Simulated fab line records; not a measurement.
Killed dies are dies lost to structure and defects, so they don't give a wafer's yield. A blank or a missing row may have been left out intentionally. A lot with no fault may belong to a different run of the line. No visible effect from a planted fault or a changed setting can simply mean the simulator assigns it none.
A lot that was struck, set against a sound lot -- flow n5Finfet -- 35 steps out of a route of 1938
Sound: the wafers L553.2, L553.3, L553.5. Struck: wafer L567.6 (left out: L567.5, a lot-mate that was not struck); the cause follows at the end.
At each step with rows: each side's tool, then ch and its chambers, then its first start. Under that, the readings that differ: sound wafers -- struck wafers -- difference of the means -- sigmas: that difference in standard deviations of wafers without a fault.
alike: words and numbers the same on both sides, and readings whose means are apart by under 2 such deviations; not compared: readings that were withheld, readings missing a value for some wafer, numbers with overlapping values and no deviation given by the record, and bounds like >300 which may hide the same value.
A row with sigmas, a row that says differs or no value, or rows on one side alone: a step with any of these is where the two part. Numbers that don't overlap but have no deviation are shown without sigmas and don't part them. Lack of a reading on every wafer of one side parts them only where that side has two or more wafers.

first, 7 steps without rows for these wafers: N5_SD_ACTIVATION_RTA_00 (time 0 s); N5_SD_ACTIVATION_LSA_01 (time 0.0008 s); N5_ILD0_LINER_00 (material SiNx, target thk 4 nm, pulse time 1 s, purge time 2 s); N5_ILD0_FCVD_FILL_01 (material SiO2 flowable, target thk 200 nm, time 328.3 s); N5_ILD0_CURE_02 (time 1800 s); N5_ILD0_CMP_03 (polishes, stops on SiNx, t overpolish 1.9 s, target thk 197.38 nm); N5_ILD0_CMP_07 (polishes SiO2 flowable, stops on poly-Si, t overpolish 1.18 s, target thk 138.88 nm).
N5_ILD0_PRECLEAN_10: cleans in NF3:NH3, afs cycles 5, time 20 s, sublimation time 60 s.
  sound on remotePlasma-02 ch 0, day 3 14:37; struck on remotePlasma-02 ch 0, day 7 11:06
reading,sound,struck,difference,sigmas
timeS (s),20 20 20,11.092,-8.908,
model.SiO2_flowable_of_ILD0_FCVD_FILL_01.thkNm (nm),119.8 118.4 120.4,128.4,+8.9,
then, 24 steps without rows for these wafers: N5_ILD0_ALD_15 (deposits SiNx, target thk 24 nm, pulse time 1 s, ald cycles 480); N5_ILD0_CMP_12 (polishes SiNx, stops on poly-Si, t overpolish 6 s, target thk 17.67 nm); N5_SDB_HM_DEP_00 (deposits SiNx from SiH4/NH3/N2, target thk 40 nm, time 35.3 s); N5_SDB_COAT_03 (time 60 s, resist thk 100 nm); N5_SDB_COAT_04 (time 60 s, resist thk 18 nm); N5_SDB_COAT_05 (resist thk 90 nm); N5_SDB_EBR_07; N5_SDB_SOFTBAKE_06 (time 60 s); N5_SDB_EXPOSE_08 (exposes mask SDB); N5_SDB_PEB_09 (peb time 60 s); N5_SDB_DEVELOP_10 (develop time 30 s); N5_SDB_DESCUM_16 (chemistry O2, time 7.9 s); N5_SDB_ETCH_17 (etches SiARC in CF4, target depth 23.4 nm, time 39 s); N5_SDB_ETCH_18 (etches SOC in N2/H2, target depth 100 nm, overetch 20 nm, time 150 s); N5_SDB_STRIP_19 (strips in N2/H2); N5_SDB_STRIP_21 (strips in CF4); N5_SDB_HM_OPEN_20 (chemistry CH3F/O2, target SiNx, stops on poly-Si, target depth 24 nm); N5_SDB_STRIP_22 (strips in N2/H2); N5_SDB_PRECLEAN_23 (cleans in dHF, time 30 s); N5_SDB_DUMMY_REMOVE_24 (chemistry TMAH, target poly-Si, stops on SiO2, target depth 142 nm, time 57 s, rinse time 30 s); N5_SDB_ETCH_25 (etches SiO2 in C4F6/O2, target depth 10 nm, time 3.3 s); N5_SDB_CUT_ETCH_26 (etches Si in HBr/Cl2/O2, target depth 129.6 nm, bt time 20 s, time 51.8 s); N5_SDB_PRECLEAN_38 (cleans in dHF, time 10 s); N5_SDB_PRECLEAN_39 (cleans in O3/DIW, time 45 s).
N5_GATE_CUT_THK_MEAS_24:
  sound on filmMetro-02, day 4 14:08; struck on filmMetro-02, day 8 11:05
reading,sound,struck,difference,sigmas
GC_FILL_THK (nm),217.4 215.9 221.0,229.6,+11.5,+6
N5_MOL_CONTACT_COAG_WET_ETCH_116: etches the open film in SC1-inhibited, target depth 4.6 nm, rinse time 30 s.
  sound on wetBench-06 ch 2,3,4, day 4 21:41; struck on wetBench-04 ch 4, day 8 21:00
reading,sound,struck,difference,sigmas
model.SiO2_flowable_of_ILD0_FCVD_FILL_01.thkNm (nm),111.6 110.4 112.2,119.6,+8.2,
N5_PASSIVATION_PROBE_49:
  the record has rows for the sound wafers here (prober-01, day 13 22:52) and none for the struck ones

== WHERE THEY PART ==
Last at N5_PASSIVATION_PROBE_49 as far as this record goes, first at N5_GATE_CUT_THK_MEAS_24.

WHY: what had been put in by the simulator
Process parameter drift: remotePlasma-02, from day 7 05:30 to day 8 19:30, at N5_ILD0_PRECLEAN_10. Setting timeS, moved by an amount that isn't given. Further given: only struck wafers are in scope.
